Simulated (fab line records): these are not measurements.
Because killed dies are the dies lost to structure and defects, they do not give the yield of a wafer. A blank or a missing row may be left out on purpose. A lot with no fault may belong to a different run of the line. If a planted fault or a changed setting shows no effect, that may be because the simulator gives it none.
Chamber matching | flow nand harc | NHARC_A_STAIRCASE_TRIM_196 on rie diel-09: 4 sister chambers
The step chemistry O2, time 211.2 s. 4 wafers are shown with their chamber, then 7 later ones without.

## WAFERS WITH THEIR CHAMBER
wafer  | chamber | drypump motor current A (A)
L081.3 | 3       | 5.3
L081.5 | 2       | 5.3
L082.1 | 1       | 6.8
L079.4 | 0       | 5.8

## WAFERS WITH NO CHAMBER GIVEN
wafer  | drypump motor current A (A)
L079.6 | 5.4
L087.4 | 5.8
L087.5 | 5.8
L087.6 | 5.3
L091.3 | 5.8
L091.5 | 6.8
L091.6 | 5.4

## WHICH CHAMBER EACH ONE RAN IN
wafer  | from the rows above     | in truth
L079.6 | can't be placed: 2 or 3 | 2
L087.4 | 0                       | 0
L087.5 | 0                       | 0
L087.6 | can't be placed: 2 or 3 | 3
L091.3 | 0                       | 0
L091.5 | 1                       | 1
L091.6 | can't be placed: 2 or 3 | 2
Correctly placed: 4 of 7. From these rows, 3 cannot be placed; in 3 the true chamber is one of the candidates. 0 placed wrongly.
How it was worked out, from the rows above alone: a wafer's distance from a chamber is the root of the sum, over the readings, of the square of ((its reading less the chamber's mean) divided by the reading's scatter). The wafer belongs to the nearest chamber; if the next one is less than 2 further off, it can't be placed. The mean given for a chamber averages the wafers shown for that chamber. The scatter (one wafer shown for each chamber): square how far every hidden wafer sits from the nearest shown wafer, average those squares and take the square root.
